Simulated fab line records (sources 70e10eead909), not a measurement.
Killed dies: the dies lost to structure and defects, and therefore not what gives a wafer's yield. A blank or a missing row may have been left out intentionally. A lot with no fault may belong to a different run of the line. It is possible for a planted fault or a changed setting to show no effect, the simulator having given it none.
A single fault, viewed from 3 desks    flow nandHarc    numbers are kept per desk, each desk with only its own; the story behind them comes last

== TOOL OWNER'S DESK, lithoTrack-02 ==
Per lot that ran on this tool, the mean of the sampled wafers carrying a number, from the tool's own readings at NHARC_A_BONDPAD_SOFTBAKE_04 (time 70 s). If a lot's mean is further than 4 standard deviations from the usual mean, the lot is out of limits and carries the mark OUT (the distance appears in the brackets).
Columns: A = heaterPowerTotalW at NHARC_A_BONDPAD_SOFTBAKE_04, usual 200.6 W
lot   first seen here  A
L250  day 18 19:00     199.6
L258  day 21 01:00     207.1 (+5.0) OUT
L268  day 23 18:00     201.4
This desk's verdict: out of limits on L258, starting with L258 at day 21 01:00 (heaterPowerTotalW at NHARC_A_BONDPAD_SOFTBAKE_04). L250, L268 stayed within limits.

== THE DEFECT DESK ==
Counts from the inspections along the route, per lot, as means over the sampled wafers that have a number. If a lot's mean is further than 4 standard deviations from the usual mean, the lot is out of limits and carries the mark OUT (the distance appears in the brackets).
Columns: A = rawDefectCount at NHARC_A_M1_INSPECT_27, usual 482
lot   first seen here  A
L247  day 18 03:58     658
L250  day 18 17:52     456
L258  day 20 23:52     427
L266  day 23 02:22     476
L268  day 23 16:49     520
This desk's verdict: no lot among the 5 shows anything out of limits.

== AT THE METROLOGY DESK ==
Means of the sampled wafers that have a number, per lot and without regard to the tool the lot ran on: this is what the gauges read. If a lot's mean is further than 4 standard deviations from the usual mean, the lot is out of limits and carries the mark OUT (the distance appears in the brackets).
Columns: A = thkNm at NHARC_A_BONDPAD_THK_MEAS_30, usual 200.0 nm
lot   first seen here  A
L247  day 18 05:49     199.6
L250  day 18 19:15     199.4
L258  day 21 01:21     203.3
L266  day 23 03:43     199.5
L268  day 23 18:11     200.8
This desk's verdict: no lot among the 5 shows anything out of limits.

== ALL TOGETHER ==
The tool owner's desk had the chance to raise an alarm at day 21 01:00 on L258.
Nothing out of limits was seen by the defect desk.
Nothing out of limits was seen by the metrology desk.
The defect desk has L258 on record, within its limits.
The metrology desk holds a record of L258, inside its limits.
All the named lots went through NHARC_A_BONDPAD_SOFTBAKE_04 on lithoTrack-02.

== WHAT THE SIMULATOR HAD INSERTED ==
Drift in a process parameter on lithoTrack-02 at NHARC_A_BONDPAD_SOFTBAKE_04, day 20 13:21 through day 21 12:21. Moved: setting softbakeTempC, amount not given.
Struck lots among those shown: L258.
Hours from the fault's start to each desk's first reading out of limits: the tool owner's desk, 12.
